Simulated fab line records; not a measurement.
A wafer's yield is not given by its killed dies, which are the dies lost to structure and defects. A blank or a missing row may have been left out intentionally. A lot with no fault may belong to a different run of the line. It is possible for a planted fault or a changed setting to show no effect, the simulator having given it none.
fab line records | flow n5-finfet
[record] lots = 7 | wafers = 21
route steps=1938 shown MIM_BOT_ETCH@1866 TV_LITHO@1879 PASSIVATION@1929
start-h: the number of hours between the record's first day and the start of the first shown wafer of the lot | wait-h: how many hours have passed since the lot's step before this one | " identical to the entry in the row above | L1.1+2: a row that stands for several wafers | - no value present, or no start provided | * or withheld: withheld | < > ~ a bound
route shown NAME@n: a module of which the file shows steps, and the number in the route of the first | usual: mean and standard deviation over wafers with no fault | same: alike in all rows | chamber/n: place in a boat | sites: each site's reading | _std_site: standard deviation across them | _edge_site: mean of outer sites minus mean of inner sites | radius-mm: for every site, how far away it sits from the centre of the wafer | mask NAME#n: copy n | behind: the most recent tool/chamber to have shaped the wafer | hold: cause of the lot's hold/its duration in hours/its outcome | device: the transistor (n, p or np) that didn't switch | end of line: the tests these same wafers got at the end of their route | a step without rows: its recipe alone | killed: at the first sort, the dies lost to defects and structure; wafer yield is something else | map: a wafer's dies, marking killed ones x, the rest . and places with no die _
set.NAME: the setting the step ran with; set.NAME@STEP: the setting that earlier step ran with | model.NAME: the simulator's own value behind a step, which no gauge read
lots where settings were altered on purpose, with a table for each step and a row for each wafer
[[steps]]
[step N5_MIM_BOT_ETCH_ETCH_04]
[recipe] chemistry = CF4/O2 | target = SiNx | target-depth-a = 260 | time-s = 13 | ion-energy-ev = 100 | pressure-mtorr = 40 | source-w = 535 | bias-w = 49 | Ar_flow_sccm = 100 | cf4-flow-sccm = 100 | O2_flow_sccm = 10
[usual] rf-vpp-V = 240/4.4
lot.wafer | tool        | chamber | start-h | wait-h | set.source-w | rf-vpp-V | model.etch.depth-nm
L074.3    | rie-diel-05 | 2       | 254.69  | 0.0    | 535          | 240      | 27.1
L074.4    | "           | 3       | "       | "      | 559.7        | 226      | 26.42
L074.6    | "           | 2       | "       | "      | 559.7        | 235      | 28.37
L075.3    | rie-diel-05 | 0       | 266.37  | 0.0    | 535          | 239      | 26.99
L075.4    | "           | 2       | "       | "      | 535          | 241      | 27.29
L075.6    | "           | 2       | "       | "      | 618          | 224      | 30.9
L082.2    | rie-diel-05 | 2       | 318.94  | 0.0    | 535          | 240      | 26.94
L082.3    | "           | 3       | "       | "      | 468.3        | 251      | 22.77
L082.5    | "           | 1       | "       | "      | 535          | 234      | 24.99
L083.1    | rie-diel-03 | 2       | 319.26  | 0.0    | 535          | 242      | 26.45
L083.5    | "           | 3       | "       | "      | 535          | 242      | 26.21
L083.6    | "           | 0       | "       | "      | 535          | 240      | 25.31
L087.3    | rie-diel-03 | 1       | 339.06  | 0.0    | 535          | 236      | 27.15
L087.4    | "           | 3       | "       | "      | 535          | 243      | 26.16
L087.6    | "           | 2       | "       | "      | 535          | 241      | 26.28
L092.4    | rie-diel-04 | 2       | 370.50  | 0.0    | 535          | 235      | 26.63
L092.5    | "           | 2       | "       | "      | 630.8        | 218      | 30.73
L092.6    | "           | 3       | "       | "      | 535          | 246      | 25.81
L091.2    | rie-diel-04 | 0       | 370.94  | 0.0    | 615.7        | 227      | 28.73
L091.4    | "           | 1       | "       | "      | 535          | 239      | 25.96
L091.6    | "           | 0       | "       | "      | 615.7        | 226      | 28.93
[step N5_MIM_BOT_ETCH_ETCH_03]
[recipe] chemistry = Cl2/BCl3 | target-depth-a = 120 | pressure-mtorr = 8 | icp-w = 800 | bias-w = 100 | Cl2_flow_sccm = 20 | bcl3-flow-sccm = 80
lot.wafer | tool         | chamber | start-h | wait-h | set.icp-w | model.etch.depth-nm
L074.3    | rie-metal-03 | 1       | 254.81  | 0.1    | 800       | 12.01
L074.4    | "            | 0       | "       | "      | 800       | 12.13
L074.6    | "            | 0       | "       | "      | 800       | 12.05
L075.3    | rie-metal-02 | 0       | 266.49  | 0.1    | 800       | 11.84
L075.4    | "            | 1       | "       | "      | 800       | 12.19
L075.6    | "            | 0       | "       | "      | 800       | 11.81
L082.2    | rie-metal-02 | 1       | 319.03  | 0.1    | 800       | 12.12
L082.3    | "            | 1       | "       | "      | 800       | 12.16
L082.5    | "            | 1       | "       | "      | 687.5     | 10.67
L083.1+6  | rie-metal-01 | 1       | 319.35  | 0.1    | 800       | 12.09
L083.5    | "            | 0       | "       | "      | 800       | 11.62
L087.3    | rie-metal-01 | 1       | 339.18  | 0.1    | 800       | 11.99
L087.4    | "            | 0       | "       | "      | 800       | 11.49
L087.6    | "            | 0       | "       | "      | 800       | 11.56
L092.4+6  | rie-metal-03 | 1       | 370.62  | 0.1    | 891.7     | 13.34
L092.5    | "            | 0       | "       | "      | 891.7     | 13.18
L091.2    | rie-metal-02 | 0       | 371.03  | 0.1    | 925.1     | 13.57
L091.4    | "            | 1       | "       | "      | 800       | 12.15
L091.6    | "            | 1       | "       | "      | 800       | 12.11
[step N5_PASSIVATION_EXPOSE_07]
[recipe] mask-id = TV | na = 0.55 | source-shape = conventional | sigma-outer = 0.8 | polarization = unpolarized | defocus-nm = 0 | target-cd-nm = 3000 | dose-mj = 22.75
lot.wafer  | tool           | chamber | start-h | wait-h | mask | set.dose-mj
L074.3+6   | krf-scanner-01 | 0       | 260.15  | -      | TV#0 | 21.54
L074.4     | "              | 0       | "       | "      | TV#0 | 22.75
L075.3+4+6 | krf-scanner-01 | 0       | 270.99  | -      | TV#0 | 22.75
L082.2+3   | krf-scanner-01 | 0       | 322.15  | -      | TV#0 | 24.3
L082.5     | "              | 0       | "       | "      | TV#0 | 22.75
L083.1+5+6 | krf-scanner-01 | 0       | 322.18  | -      | TV#0 | 22.75
L087.3+6   | krf-scanner-02 | 0       | 340.50  | -      | TV#0 | 21.58
L087.4     | "              | 0       | "       | "      | TV#0 | 22.75
L092.4+5+6 | krf-scanner-02 | 0       | 371.55  | -      | TV#0 | 22.75
L091.2+4+6 | krf-scanner-01 | 0       | 373.17  | -      | TV#0 | 22.75
[step N5_PASSIVATION_PEB_08]
[recipe] peb-temp-c = withheld | peb-time-s = *
[step N5_PASSIVATION_DEVELOP_09]
[recipe] develop-time-s = 60 | rinse-liquid = diw | dry = air-spin | dev-temp-c = 21
[step N5_PASSIVATION_HARDBAKE_11]
[recipe] temp-c = 130 | time-s = 120
[step N5_PASSIVATION_CD_MEAS_10]
[recipe] target-cd-nm = 3000 | landing-energy-ev = 500 | detector = se-inlens
[usual] cd-nm = 2999.6/2
lot.wafer | tool      | chamber | start-h | wait-h | set.dose-mj@PASSIVATION_EXPOSE_07 | cd-nm
L074.3    | cd-sem-03 | 0       | 260.32  | -      | 21.54                             | 2990.4
L074.4    | "         | 0       | "       | "      | 22.75                             | 3003.0
L074.6    | "         | 0       | "       | "      | 21.54                             | 2988.7
L075.3    | cd-sem-02 | 0       | 271.17  | -      | 22.75                             | 2999.5
L075.4    | "         | 0       | "       | "      | 22.75                             | 3000.1
L075.6    | "         | 0       | "       | "      | 22.75                             | 2997.5
L082.2    | cd-sem-03 | 0       | 322.33  | -      | 24.3                              | 3015.1
L082.3    | "         | 0       | "       | "      | 24.3                              | 3014.8
L082.5    | "         | 0       | "       | "      | 22.75                             | 2998.1
L083.1    | cd-sem-01 | 0       | 322.36  | -      | 22.75                             | 2998.3
L083.5    | "         | 0       | "       | "      | 22.75                             | 2999.9
L083.6    | "         | 0       | "       | "      | 22.75                             | 3000.9
L087.3    | cd-sem-03 | 0       | 340.67  | -      | 21.58                             | 2987.2
L087.4    | "         | 0       | "       | "      | 22.75                             | 2995.7
L087.6    | "         | 0       | "       | "      | 21.58                             | 2983.5
L092.4    | cd-sem-03 | 0       | 371.72  | -      | 22.75                             | 2998.9
L092.5    | "         | 0       | "       | "      | 22.75                             | 3003.1
L092.6    | "         | 0       | "       | "      | 22.75                             | 2998.0
L091.2    | cd-sem-01 | 0       | 373.34  | -      | 22.75                             | 2995.8
L091.4    | "         | 0       | "       | "      | 22.75                             | 2995.8
L091.6    | "         | 0       | "       | "      | 22.75                             | 2999.5
[step N5_PASSIVATION_PASS_ETCH_47]
[recipe] chemistry = CF4/O2 | target = SiNx | target-depth-a = 7700 | time-s = 385 | ion-energy-ev = 100 | pressure-mtorr = 40 | source-w = 535 | bias-w = 49 | Ar_flow_sccm = 100 | cf4-flow-sccm = 100 | O2_flow_sccm = 10
lot.wafer | tool        | chamber | start-h | wait-h | set.time-s | model.etch.depth-nm
L074.3    | rie-diel-03 | 3       | 263.81  | 0.0    | 423.8      | 857.7
L074.4    | "           | 1       | "       | "      | 423.8      | 874.5
L074.6    | "           | 0       | "       | "      | 385        | 755.8
L075.3    | rie-diel-03 | 3       | 275.39  | 0.0    | 385        | 777.3
L075.4    | "           | 0       | "       | "      | 385        | 759.2
L075.6    | "           | 3       | "       | "      | 385        | 784.2
L082.2    | rie-diel-05 | 2       | 327.34  | 0.0    | 307.7      | 636.7
L082.3    | "           | 1       | "       | "      | 385        | 745.4
L082.5    | "           | 0       | "       | "      | 307.7      | 630.5
L083.1    | rie-diel-05 | 0       | 328.57  | 0.0    | 385        | 789.1
L083.5    | "           | 0       | "       | "      | 385        | 776.3
L083.6    | "           | 2       | "       | "      | 385        | 794.7
L087.3    | rie-diel-03 | 1       | 345.20  | 0.0    | 385        | 811.3
L087.4    | "           | 2       | "       | "      | 385        | 792.6
L087.6    | "           | 3       | "       | "      | 385        | 791.5
L092.4    | rie-diel-03 | 2       | 375.96  | 0.1    | 385        | 776.5
L092.5    | "           | 1       | "       | "      | 385        | 798.6
L092.6    | "           | 3       | "       | "      | 308.1      | 616.9
L091.2    | rie-diel-05 | 3       | 378.54  | 0.0    | 312.4      | 612.1
L091.4    | "           | 1       | "       | "      | 312.4      | 627.8
L091.6    | "           | 3       | "       | "      | 385        | 754.5
[step N5_PASSIVATION_ETCH_54]
[recipe] chemistry = CHF3/O2 | target = SiO2 | target-depth-a = 8800 | CHF3_flow_sccm = 50 | O2_flow_sccm = 5 | Ar_flow_sccm = 200 | time-s = 440 | mask-material = PR | pressure-mtorr = 30 | source-w = 650 | bias-w = 170 | ion-energy-ev = 200
lot.wafer | tool        | chamber | start-h | wait-h | set.time-s | model.PASSIVATION.feature-depth-nm | model.etch.depth-nm
L074.3    | rie-diel-03 | 3       | 264.03  | 0.1    | 497.4      | 1009                               | 1009
L074.4    | "           | 1       | "       | "      | 440        | 892.4                              | 892.3
L074.6    | "           | 0       | "       | "      | 440        | 853.6                              | 853.7
L075.3    | rie-diel-03 | 3       | 275.62  | 0.1    | 381.1      | 772                                | 772.1
L075.4    | "           | 0       | "       | "      | 440        | 869                                | 869.1
L075.6    | "           | 3       | "       | "      | 381.1      | 776                                | 776.1
L082.2    | rie-diel-05 | 2       | 327.57  | 0.1    | 413.3      | 843.6                              | 843.6
L082.3    | "           | 1       | "       | "      | 413.3      | 793.6                              | 793.7
L082.5    | "           | 0       | "       | "      | 440        | 898.6                              | 898.6
L083.1    | rie-diel-05 | 0       | 328.80  | 0.1    | 440        | 891                                | 891
L083.5    | "           | 0       | "       | "      | 440        | 896                                | 896
L083.6    | "           | 2       | "       | "      | 440        | 902.2                              | 902.3
L087.3    | rie-diel-03 | 1       | 345.43  | 0.1    | 440        | 893.2                              | 893.1
L087.4    | "           | 2       | "       | "      | 440        | 884.8                              | 884.7
L087.6    | "           | 3       | "       | "      | 440        | 883                                | 883
L092.4    | rie-diel-03 | 2       | 376.22  | 0.1    | 367.4      | 750                                | 750
L092.5    | "           | 1       | "       | "      | 440        | 901                                | 901
L092.6    | "           | 3       | "       | "      | 440        | 892.2                              | 892.3
L091.2    | rie-diel-05 | 3       | 378.77  | 0.1    | 440        | 874                                | 874
L091.4    | "           | 1       | "       | "      | 508.4      | 1028                               | 1028
L091.6    | "           | 3       | "       | "      | 508.4      | 1001                               | 1001
[step N5_PASSIVATION_PROBE_49]
[usual] killed-dies = 105/17
lot.wafer | tool      | chamber | start-h | wait-h | set.time-s@PASSIVATION_PASS_ETCH_47 | killed-dies
L074.3    | prober-02 | -       | 266.91  | 0.1    | 423.8                               | 105
L074.4    | prober-02 | -       | 266.96  | 0.2    | 423.8                               | 132
L074.6    | prober-02 | -       | 267.06  | 0.3    | 385                                 | 871
L075.3    | prober-02 | -       | 278.50  | 0.1    | 385                                 | 174
L075.4    | prober-02 | -       | 278.55  | 0.2    | 385                                 | 104
L075.6    | prober-02 | -       | 278.65  | 0.3    | 385                                 | 150
L082.2    | prober-02 | -       | 330.40  | 0.1    | 307.7                               | 1030
L082.3    | prober-02 | -       | 330.45  | 0.1    | 385                                 | 307
L082.5    | prober-02 | -       | 330.55  | 0.2    | 307.7                               | 1141
L083.1    | prober-02 | -       | 331.57  | 0.0    | 385                                 | 104
L083.5    | prober-02 | -       | 331.77  | 0.2    | 385                                 | 98
L083.6    | prober-02 | -       | 331.82  | 0.3    | 385                                 | 111
L087.3    | prober-01 | -       | 348.50  | 0.3    | 385                                 | 114
L087.4    | prober-01 | -       | 348.55  | 0.4    | 385                                 | 94
L087.6    | prober-01 | -       | 348.65  | 0.5    | 385                                 | 77
L092.4    | prober-02 | -       | 379.00  | 0.2    | 385                                 | 627
L092.5    | prober-02 | -       | 379.05  | 0.2    | 385                                 | 214
L092.6    | prober-02 | -       | 379.10  | 0.3    | 308.1                               | 1162
L091.2    | prober-01 | -       | 381.61  | 0.1    | 312.4                               | 1171
L091.4    | prober-01 | -       | 381.71  | 0.2    | 312.4                               | 1172
L091.6    | prober-01 | -       | 381.81  | 0.3    | 385                                 | 121
[[key]]
[split] step = N5_MIM_BOT_ETCH_ETCH_04 | setting = source-w | stated = 535 | by = wafer
[response] step = N5_MIM_BOT_ETCH_ETCH_04 | reading = rf-vpp-V | change = -1.11 | per = 1% | r = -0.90
[response] step = N5_MIM_BOT_ETCH_ETCH_04 | reading = model.etch.depth-nm | change = +0.232 | per = 1% | r = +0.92
[split] step = N5_MIM_BOT_ETCH_ETCH_03 | setting = icp-w | stated = 800 | by = wafer
[response] step = N5_MIM_BOT_ETCH_ETCH_03 | reading = model.etch.depth-nm | change = +0.0978 | per = 1% | r = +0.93
[split] step = N5_PASSIVATION_EXPOSE_07 | setting = dose-mj | stated = 22.75 | by = wafer
[response] step = N5_PASSIVATION_CD_MEAS_10 | reading = cd-nm | change = +2.37 | per = 1% | r = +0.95
[split] step = N5_PASSIVATION_PASS_ETCH_47 | setting = time-s | stated = 385 | by = wafer
[response] step = N5_PASSIVATION_PASS_ETCH_47 | reading = model.etch.depth-nm | change = +7.39 | per = 1% | r = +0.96
[response] step = N5_PASSIVATION_PROBE_49 | reading = killed-dies | slope = -45.9 | per = 1% | together-with = none | explained = 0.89
[split] step = N5_PASSIVATION_ETCH_54 | setting = time-s | stated = 440 | by = wafer
[response] step = N5_PASSIVATION_ETCH_54 | reading = model.PASSIVATION.feature-depth-nm | change = +9.03 | per = 1% | r = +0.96
[response] step = N5_PASSIVATION_ETCH_54 | reading = model.etch.depth-nm | change = +9.03 | per = 1% | r = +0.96
